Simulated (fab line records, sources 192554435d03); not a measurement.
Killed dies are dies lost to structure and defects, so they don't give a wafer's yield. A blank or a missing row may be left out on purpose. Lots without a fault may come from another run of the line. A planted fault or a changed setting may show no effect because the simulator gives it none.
Split-lot experiment | flow n5_finfet | 7 lots, 39 wafers read, on a route of 1938 steps

THE SPLIT
At N5_SD_ACTIVATION_LSA_01 (time 0.0008 s), the setting temp_c was moved away from the recipe's 1080 C on 12 of the 39 wafers read, by -1.6% to +1.4%. The other wafers ran this setting at the recipe's value.

The file shows no step between the split and the reading.

THE READING
RS_SD_N, in ohm/sq, at N5_SD_ACTIVATION_RS_MEAS_03 (measures by four-point-probe). Fault-free wafers of this fab line usually give 21.9 ohm/sq, standard deviation 0.31 ohm/sq.

wafer  | tool, chamber at the split | temp_c as run, C | against the recipe | RS_SD_N, ohm/sq | against lot-mates on the recipe
L076.1 | laser_anneal-02, 0         | 1063             | -1.6%              | 23.8            | +1.5
L076.2 | laser_anneal-02, 0         | 1080             | recipe             | 22.4            | -
L076.3 | laser_anneal-02, 0         | 1063             | -1.6%              | 24.2            | +1.9
L076.4 | laser_anneal-02, 0         | 1080             | recipe             | 22.4            | -
L076.5 | laser_anneal-02, 0         | 1080             | recipe             | 22.2            | -
L076.6 | laser_anneal-02, 0         | 1063             | -1.6%              | 24.2            | +1.9
L078.1 | laser_anneal-02, 0         | 1080             | recipe             | 21.6            | -
L078.2 | laser_anneal-02, 0         | 1091             | +1.0%              | 20.3            | -1.4
L078.3 | laser_anneal-02, 0         | 1080             | recipe             | 21.8            | -
L078.4 | laser_anneal-02, 0         | 1091             | +1.0%              | 20.5            | -1.2
L078.5 | laser_anneal-02, 0         | 1080             | recipe             | 21.6            | -
L078.6 | laser_anneal-02, 0         | 1091             | +1.0%              | 20.4            | -1.3
L080.1 | laser_anneal-02, 0         | 1080             | recipe             | 21.4            | -
L080.2 | laser_anneal-02, 0         | 1080             | recipe             | 21.7            | -
L080.3 | laser_anneal-02, 0         | 1080             | recipe             | 21.9            | -
L080.4 | laser_anneal-02, 0         | 1080             | recipe             | 21.5            | -
L080.5 | laser_anneal-02, 0         | 1080             | recipe             | 21.9            | -
L080.6 | laser_anneal-02, 0         | 1080             | recipe             | 21.7            | -
L083.1 | laser_anneal-01, 0         | 1080             | recipe             | 22.2            | -
L083.2 | laser_anneal-01, 0         | 1080             | recipe             | 21.7            | -
L083.3 | laser_anneal-01, 0         | 1080             | recipe             | 22.1            | -
L083.4 | laser_anneal-01, 0         | 1080             | recipe             | 22.0            | -
L083.5 | laser_anneal-01, 0         | 1080             | recipe             | 22.2            | -
L083.6 | laser_anneal-01, 0         | 1080             | recipe             | 22.2            | -
L089.1 | laser_anneal-01, 0         | 1080             | recipe             | 22.1            | -
L089.2 | laser_anneal-01, 0         | 1080             | recipe             | 22.2            | -
L089.3 | laser_anneal-01, 0         | 1095             | +1.4%              | 20.6            | -1.5
L089.4 | laser_anneal-01, 0         | 1095             | +1.4%              | 20.7            | -1.4
L089.5 | laser_anneal-01, 0         | 1095             | +1.4%              | 20.1            | -2.0
L089.6 | laser_anneal-01, 0         | 1080             | recipe             | 22.0            | -
L090.2 | laser_anneal-01, 0         | 1080             | recipe             | 21.9            | -
L090.4 | laser_anneal-01, 0         | 1080             | recipe             | 22.2            | -
L090.6 | laser_anneal-01, 0         | 1080             | recipe             | 21.5            | -
L094.1 | laser_anneal-02, 0         | 1080             | recipe             | 21.9            | -
L094.2 | laser_anneal-02, 0         | 1080             | recipe             | 22.2            | -
L094.3 | laser_anneal-02, 0         | 1085             | +0.5%              | 21.7            | -0.3
L094.4 | laser_anneal-02, 0         | 1085             | +0.5%              | 21.4            | -0.6
L094.5 | laser_anneal-02, 0         | 1080             | recipe             | 21.8            | -
L094.6 | laser_anneal-02, 0         | 1085             | +0.5%              | 21.3            | -0.7

THE FIT
A straight line over all 39 wafers: RS_SD_N changes by -1.27 ohm/sq for each +1% of temp_c; r = -0.95; the points scatter about the line by 0.29 ohm/sq.
The same after taking each lot's own level away (the mean of its wafers on the recipe; 39 wafers): -1.15 ohm/sq for each +1%; r = -0.97; scatter 0.19 ohm/sq.
On that fit, the largest move of temp_c shifts the reading by 1.8 ohm/sq.
The lots' own levels span 21.67 to 22.33 ohm/sq, that is 2.2 times the standard deviation above.
So the lot-to-lot level changes the slope: the two fits differ.
Check: with one of the wafers moved furthest among these (-1.6%) left out of the fit, the line predicts +1.87 ohm/sq for it against its lot-mates. It came out at +1.47 ohm/sq against them.
Tool readings at the split's step, against how far the setting was moved: wafer_temp_C_max r = +0.99.

OTHER SPLITS ON THESE WAFERS
These wafers also went through other splits before the reading. Each is held against what the fit with the lots' levels taken away leaves over:
other split on the same wafers | wafers away from the commonest value | r with RS_SD_N (lot level and that fit taken away)
N5_SD_EPI_P_EPI_21 time_s      | 15                                   | +0.14

THE WHOLE CHAIN: every reading that the file lists as answering this split, in the file's order
step                        | what it does                 | reading          | change (the file's fit)              | r (the file's)
N5_SD_ACTIVATION_LSA_01     | time 0.0008 s                | wafer_temp_C_max | withheld for each +1% of the setting | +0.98
N5_SD_ACTIVATION_RS_MEAS_03 | measures by four-point-probe | RS_SD_N          | -1.14 for each +1% of the setting    | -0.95

THE FILE'S OWN FIT
RS_SD_N changes by -1.14 ohm/sq for each +1% of temp_c, r = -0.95.
